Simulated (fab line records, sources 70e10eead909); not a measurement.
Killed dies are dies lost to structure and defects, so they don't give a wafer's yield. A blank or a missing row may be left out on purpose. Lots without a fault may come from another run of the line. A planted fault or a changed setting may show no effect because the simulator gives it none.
A struck lot beside a sound one | flow nand_harc | 16 steps out of a route of 1302
Sound: wafers L348.1, L348.3, L348.6. Struck: wafers L356.3, L356.5. (L356.6 of the same lot was not struck and is left out.) The cause comes at the end.
At each step with rows: each side's tool, then ch and its chambers, then its first start. Under that, the readings that differ: sound wafers | struck wafers | difference of the means | sigmas: that difference in standard deviations of wafers without a fault.
alike: readings whose means differ by less than 2 such deviations, and words and numbers that are the same on both sides. not compared: withheld readings, readings that some wafer has no value for, bounds like >300 that may hide the same value, and numbers for which the record gives no deviation and whose values overlap.
The two part at a step that has a row with sigmas, a row that says differs or no value, or rows on one side only. Numbers that don't overlap but have no deviation are shown without sigmas and don't part them. A reading that every wafer of one side lacks parts them only if that side has two wafers or more.

NHARC_A_M1_INSPECT_11:
  sound on defect_inspect-01, day 22 22:53; struck on defect_inspect-01, day 26 07:17
  alike: raw_defect_count
then, 1 step without rows for these wafers: NHARC_A_M1_DESCUM_14 (chemistry O2, time 3 s).
NHARC_A_M1_ETCH_35: etches the open film in N2/H2, target depth 40 nm, overetch 12 nm, time 43.94 s.
  sound on rie_diel-11 ch 0,1,2, day 22 23:02; struck on rie_diel-10 ch 0,2, day 26 07:27
  alike: drypump_motor_current_A, oes_product_au, rf_vpp_V, showerhead_plenum_p_Torr, throttle_valve_pct
  not compared: rf_hours_counter_h
then, 1 step without rows for these wafers: NHARC_A_M1_ETCH_15 (etches the open film in C4F8/Ar, target depth 182.5 nm, time 91.2 s).
NHARC_A_M1_CD_MEAS_16:
  sound on cd_sem-01, day 22 23:15; struck on cd_sem-03, day 26 07:40
  alike: cd_nm
then, 1 step without rows for these wafers: NHARC_A_M1_STRIP_18 (strips in N2/H2).
NHARC_A_M1_ETCH_28: etches the open film in CF4/N2, target depth 30 nm, time 72.99 s.
  sound on rie_diel-10 ch 2,3; struck on rie_diel-11 ch 0,2
  alike: drypump_motor_current_A, oes_product_au, rf_vpp_V, showerhead_plenum_p_Torr, throttle_valve_pct
  not compared: rf_hours_counter_h
then, 1 step without rows for these wafers: NHARC_A_M1_STRIP_19 (strips in post etch residue remover, time 600 s).
NHARC_A_M1_DEGAS_29: time 60 s.
  sound on pvd_sputter-02, day 22 23:58; struck on pvd_sputter-01, day 26 08:23
  alike: heater_power_w
NHARC_A_M1_PRE_CLEAN_30: time 30 s.
  sound on pvd_sputter-02; struck on pvd_sputter-01
  alike: heater_power_w
then, 2 steps without rows for these wafers: NHARC_A_M1_PVD_20 (deposits TaN, target thk 5 nm, time 8.06 s); NHARC_A_M1_PVD_21 (deposits Cu, target thk 30 nm, time 20.49 s).
NHARC_A_M1_ECD_22: material Cu, target thk 400 nm.
  sound on ecd_cu-02 ch 0,1, day 23 00:19; struck on ecd_cu-01 ch 0,1, day 26 08:53
NHARC_A_M1_ANNEAL_31: time 90 s.
  sound on rtp_anneal-01 ch 0, day 23 00:42; struck on rtp_anneal-01 ch 0, day 26 09:13
  alike: wafer_temp_C_max
NHARC_A_M1_CMP_23: polishes, t overpolish 20 s, target thk 154.34 nm.
  sound on cmp-02 ch 2,3, day 23 01:03; struck on cmp-03 ch 3, day 26 09:28
  reading                | sound          | struck    | difference | sigmas
  time_to_endpoint_s (s) | 29.3 28.7 30.7 | 11.7 11.9 | -17.8      | -8
  alike: motor_current_A, slurry_flow_ml_min
NHARC_A_M1_THK_MEAS_24: measures by xrf.
  sound on film_metro-02, day 23 01:22; struck on film_metro-02, day 26 09:46
  alike: thk_nm

WHERE THEY PART
Only at NHARC_A_M1_CMP_23, within this record. Later steps at which nothing parts them and some readings are alike: NHARC_A_M1_THK_MEAS_24.

WHY: what the simulator had put in
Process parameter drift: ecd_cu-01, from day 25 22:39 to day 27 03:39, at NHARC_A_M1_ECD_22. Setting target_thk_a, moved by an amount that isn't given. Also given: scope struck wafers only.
